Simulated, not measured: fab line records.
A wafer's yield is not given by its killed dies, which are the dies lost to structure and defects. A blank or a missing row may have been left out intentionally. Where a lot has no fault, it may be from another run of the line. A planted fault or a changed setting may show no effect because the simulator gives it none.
Lot-split experiment | flow n5 finfet | route with 1938 steps; 7 lots, 39 wafers read

== THE SPLIT ==
At N5_DUMMY_GATE_ETCH_42 (etches SiO2 in CHF3/O2, target depth 3.5 nm, time 31 s), the setting bias w was moved away from the recipe's 12 W on 9 of the 39 wafers read, by -15.2% to -6.9%. The other wafers ran this setting at the recipe's value.

The split's own step is where the reading is taken.

== THE READING ==
rf vpp V, in V, at N5_DUMMY_GATE_ETCH_42 (etches SiO2 in CHF3/O2, target depth 3.5 nm, time 31 s). On this fab line, fault-free wafers typically give 42.5 V with a standard deviation of 0.99 V.

wafer  | tool, chamber at the split | bias w as run, W | against the recipe | rf vpp V, V | against lot-mates on the recipe
L076.1 | rie diel-06, 1             | 12               | recipe             | 42.4        | -
L076.2 | rie diel-06, 0             | 12               | recipe             | 44.4        | -
L076.3 | rie diel-06, 2             | 12               | recipe             | 42.4        | -
L076.4 | rie diel-06, 1             | 12               | recipe             | 43.1        | -
L076.5 | rie diel-06, 0             | 12               | recipe             | 41.1        | -
L076.6 | rie diel-06, 2             | 12               | recipe             | 44.1        | -
L078.1 | rie diel-01, 3             | 11.17            | -6.9%              | 40.8        | -2.2
L078.2 | rie diel-01, 2             | 12               | recipe             | 44.1        | -
L078.3 | rie diel-01, 0             | 11.17            | -6.9%              | 42.1        | -0.9
L078.4 | rie diel-01, 1             | 11.17            | -6.9%              | 40.7        | -2.3
L078.5 | rie diel-01, 2             | 12               | recipe             | 42.3        | -
L078.6 | rie diel-01, 3             | 12               | recipe             | 42.6        | -
L080.1 | rie diel-06, 1             | 10.18            | -15.2%             | 38.3        | -5.4
L080.2 | rie diel-06, 2             | 12               | recipe             | 44.6        | -
L080.3 | rie diel-06, 3             | 12               | recipe             | 42.6        | -
L080.4 | rie diel-06, 0             | 10.18            | -15.2%             | 36.7        | -7.0
L080.5 | rie diel-06, 1             | 12               | recipe             | 43.8        | -
L080.6 | rie diel-06, 0             | 10.18            | -15.2%             | 36.7        | -7.0
L086.1 | rie diel-02, 1             | 12               | recipe             | 42.1        | -
L086.2 | rie diel-02, 0             | 10.38            | -13.5%             | 39.2        | -3.0
L086.3 | rie diel-02, 2             | 12               | recipe             | 42.4        | -
L086.4 | rie diel-02, 3             | 10.38            | -13.5%             | 36.8        | -5.4
L086.5 | rie diel-02, 3             | 12               | recipe             | 42.1        | -
L086.6 | rie diel-02, 2             | 10.38            | -13.5%             | 38.8        | -3.4
L089.3 | rie diel-02, 2             | 12               | recipe             | 41.9        | -
L089.4 | rie diel-02, 0             | 12               | recipe             | 44.8        | -
L089.6 | rie diel-02, 2             | 12               | recipe             | 43.0        | -
L095.1 | rie diel-02, 1             | 12               | recipe             | 42.1        | -
L095.2 | rie diel-02, 2             | 12               | recipe             | 44.4        | -
L095.3 | rie diel-02, 0             | 12               | recipe             | 42.8        | -
L095.4 | rie diel-02, 3             | 12               | recipe             | 41.4        | -
L095.5 | rie diel-02, 0             | 12               | recipe             | 42.7        | -
L095.6 | rie diel-02, 3             | 12               | recipe             | 41.4        | -
L096.1 | rie diel-06, 2             | 12               | recipe             | 43.3        | -
L096.2 | rie diel-06, 1             | 12               | recipe             | 42.5        | -
L096.3 | rie diel-06, 3             | 12               | recipe             | 43.9        | -
L096.4 | rie diel-06, 3             | 12               | recipe             | 42.2        | -
L096.5 | rie diel-06, 2             | 12               | recipe             | 43.0        | -
L096.6 | rie diel-06, 1             | 12               | recipe             | 43.2        | -

FIT RESULTS
A straight line over all 39 wafers: rf vpp V changes by +0.35 V for each +1% of bias w; r = +0.89; the points scatter about the line by 1 V.
The same after taking each lot's own level away (the mean of its wafers on the recipe; 39 wafers): +0.358 V for each +1%; r = +0.89; scatter 1 V.
That fit puts the effect of the largest move of bias w on the reading at 5.4 V.
Across the lots, their own levels run from 42.20 to 43.67 V, a range of 1.5 times the standard deviation given above.
Hence the lot-to-lot level has little effect on the slope; both slopes agree.
Check: for one of the wafers moved furthest among these (-15.2%), held out of the fit, the line's prediction against its lot-mates is -5.39 V. It came out at -5.37 V against them.
Tool readings at the split's step, against how far the setting was moved: rf vpp V r = +0.89.

== FURTHER SPLITS ON THESE WAFERS ==
These wafers also went through other splits before the reading. Each is held against what the fit with the lots' levels taken away leaves over:
other split on the same wafers    | wafers away from the commonest value | r with rf vpp V (lot level and that fit taken away)
N5_WELL_APT_IMPLANT_31 energy kev | 18                                   | +0.06
N5_FIN_SAQP_ETCH_52 source w      | 12                                   | -0.16
N5_FIN_CUT_EXPOSE_05 dose mj      | 15                                   | -0.12
N5_FIN_CUT_CUT_ETCH_26 time s     | 18                                   | +0.25

== FILE'S OWN FIT ==
rf vpp V changes by +0.355 V for each +1% of bias w, r = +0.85.
